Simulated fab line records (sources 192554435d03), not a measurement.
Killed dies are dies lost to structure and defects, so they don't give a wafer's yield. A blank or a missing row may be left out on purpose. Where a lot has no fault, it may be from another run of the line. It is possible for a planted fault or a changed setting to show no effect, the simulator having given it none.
Chamber matching + flow n5Finfet + N5_BEOL_M8_VIA_ETCH_34 on rieDiel-02: 4 sister chambers
The step etches SiCOH lowk in C4F6/O2, target depth 125.5 nm, time 50.5 s. 20 wafers are shown with their chamber, then 10 later ones without.

== EACH WAFER AND ITS CHAMBER ==
| wafer  | chamber | showerheadPlenumPTorr (Torr) | rfVppV (V) | throttleValvePct (%) |
|--------|---------|------------------------------|------------|----------------------|
| L074.1 | 2       | 2.97                         | 674        | 20.95                |
| L074.3 | 0       | 2.72                         | 667        | 20.87                |
| L074.5 | 1       | 2.94                         | 664        | 20.89                |
| L075.2 | 3       | 2.73                         | 663        | 21.10                |
| L075.4 | 1       | 2.94                         | 665        | 20.90                |
| L075.5 | 3       | 2.73                         | 664        | 21.10                |
| L077.1 | 1       | 2.94                         | 665        | 20.91                |
| L077.4 | 3       | 2.73                         | 662        | 21.11                |
| L077.6 | 1       | 2.94                         | 665        | 20.91                |
| L079.1 | 2       | 2.96                         | 675        | 20.99                |
| L079.3 | 1       | 2.93                         | 665        | 20.91                |
| L079.4 | 3       | 2.72                         | 661        | 21.12                |
| L080.3 | 2       | 2.96                         | 675        | 20.99                |
| L080.4 | 0       | 2.71                         | 670        | 20.90                |
| L080.5 | 2       | 2.96                         | 676        | 21.01                |
| L084.4 | 3       | 2.71                         | 662        | 21.15                |
| L084.5 | 0       | 2.70                         | 668        | 20.92                |
| L084.6 | 1       | 2.93                         | 664        | 20.93                |
| L087.2 | 3       | 2.71                         | 661        | 21.17                |
| L087.4 | 3       | 2.71                         | 662        | 21.16                |

SIGNATURES (averages over the wafers above)
| reading               | chamber 0 | chamber 1 | chamber 2 | chamber 3 | scatter within a chamber |
|-----------------------|-----------|-----------|-----------|-----------|--------------------------|
| showerheadPlenumPTorr | 2.7100    | 2.9367    | 2.9625    | 2.7200    | 0.00794                  |
| rfVppV                | 668.33    | 664.67    | 675.00    | 662.14    | 0.964                    |
| throttleValvePct      | 20.8967   | 20.9083   | 20.9850   | 21.1300   | 0.024                    |
Rule: a wafer lies at a distance from a chamber equal to the root of the sum of squares, over the readings, of (its reading less the chamber's mean, divided by the reading's scatter). The wafer belongs to the nearest chamber; if the next one is less than 2 further off, it can't be placed. How the scatter is found: for the shown wafers, subtract from each reading the mean of its chamber, square and add these, divide the total by (wafers less chambers), then take the root.

== WAFERS MISSING THEIR CHAMBER ==
| wafer  | showerheadPlenumPTorr (Torr) | rfVppV (V) | throttleValvePct (%) |
|--------|------------------------------|------------|----------------------|
| L087.6 | 2.95                         | 674        | 21.07                |
| L089.1 | 2.70                         | 662        | 21.18                |
| L089.2 | 2.94                         | 674        | 21.08                |
| L089.3 | 2.91                         | 663        | 20.98                |
| L093.1 | 2.91                         | 663        | 21.00                |
| L093.4 | 3.03                         | 677        | 20.58                |
| L093.5 | 2.94                         | 673        | 21.07                |
| L082.1 | 2.70                         | 660        | 21.20                |
| L082.3 | 3.03                         | 679        | 20.58                |
| L082.6 | 2.70                         | 662        | 21.18                |

== WHICH CHAMBER EACH ONE RAN IN ==
| wafer  | from the rows above | in truth                   |
|--------|---------------------|----------------------------|
| L087.6 | 2                   | 2                          |
| L089.1 | 3                   | 3                          |
| L089.2 | 2                   | 2                          |
| L089.3 | 1                   | 1                          |
| L093.1 | 1                   | 1                          |
| L093.4 | 2                   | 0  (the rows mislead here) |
| L093.5 | 2                   | 2                          |
| L082.1 | 3                   | 3                          |
| L082.3 | 2                   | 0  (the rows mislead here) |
| L082.6 | 3                   | 3                          |
Correctly placed: 8 of 10. Not placeable from these rows: 0. 2 placed wrongly.
